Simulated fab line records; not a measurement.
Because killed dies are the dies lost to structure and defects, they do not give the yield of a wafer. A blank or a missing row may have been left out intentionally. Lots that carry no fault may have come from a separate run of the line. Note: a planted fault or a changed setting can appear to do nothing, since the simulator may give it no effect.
The tool behind it: which one?	flow n5_finfet	Sampling: 12 lots, 36 wafers, 2 of 1938 route steps

== WHAT EACH GAUGE READ, for each wafer ==
N5_FIN_SAQP_CD_MEAS_31: the cd target is 8 nm.
lot	measured	on	cd_nm (nm)
L075	day 2 13:14	cd_sem-03	8.13 7.80 7.97
L077	day 2 22:05	cd_sem-02	8.24 7.55 8.25
L079	day 3 07:21	cd_sem-01	8.41 8.30 8.20
L081	day 3 19:24	cd_sem-02	7.86 8.10 8.17
L083	day 4 08:03	cd_sem-02	7.95 8.49 7.84
L085	day 4 20:11	cd_sem-01	8.16 8.41 7.79
L087	day 5 10:36	cd_sem-03	7.78 8.31 8.29
L089	day 5 22:46	cd_sem-01	7.85 8.00 8.61
L091	day 6 07:34	cd_sem-01	7.80 8.52 8.34
L093	day 6 19:55	cd_sem-01	8.26 8.21 8.68
L095	day 7 07:53	cd_sem-02	8.23 7.80 8.07
L097	day 7 22:39	cd_sem-01	8.17 8.05 7.86

== WHAT TOOL EACH LOT RAN ON (gives the tool, then ch and the chambers of the sampled wafers, and finally the start) ==
lot	N5_FIN_SAQP_MANDREL2_REMOVE_60
L075	rie_si-01 ch 0,1, day 2 13:08
L077	rie_si-04 ch 0,1,2, day 2 21:58
L079	rie_si-06 ch 0,2,3, day 3 07:14
L081	rie_si-06 ch 0,3, day 3 19:17
L083	rie_si-06 ch 0,2,3, day 4 07:56
L085	rie_si-01 ch 0,1, day 4 20:05
L087	rie_si-04 ch 1,3, day 5 10:29
L089	rie_si-04 ch 1,2,3, day 5 22:40
L091	rie_si-04 ch 1,2, day 6 07:27
L093	rie_si-06 ch 0,1,3, day 6 19:47
L095	rie_si-06 ch 1,2,3, day 7 07:47
L097	rie_si-04 ch 0,1,3, day 7 22:32
- N5_FIN_SAQP_MANDREL2_REMOVE_60: chemistry HBr/Cl2/O2, target a-Si, stops on SiNx, bt time 10 s.

== THE ANSWER, worked out from the rows above alone ==
Rule: what is usual is taken from the lots themselves. The widest of any qualifying gaps counts: lots, ordered by their means at a reading, are off when they make up no more than a third of the lots, leave a main group of 4 or more, and stand apart from it by 3 or more times the standard deviation of that group's means. Not used: any main group whose means are identical at the precision the tables above print for the reading. A lot without any number at a reading at which 4 lots or more have one is off too. All remaining lots with rows at the step are treated as sound.
No lot is off at any reading shown: from this, nothing can be told.

== WHAT THE SIMULATOR HAD INSERTED ==
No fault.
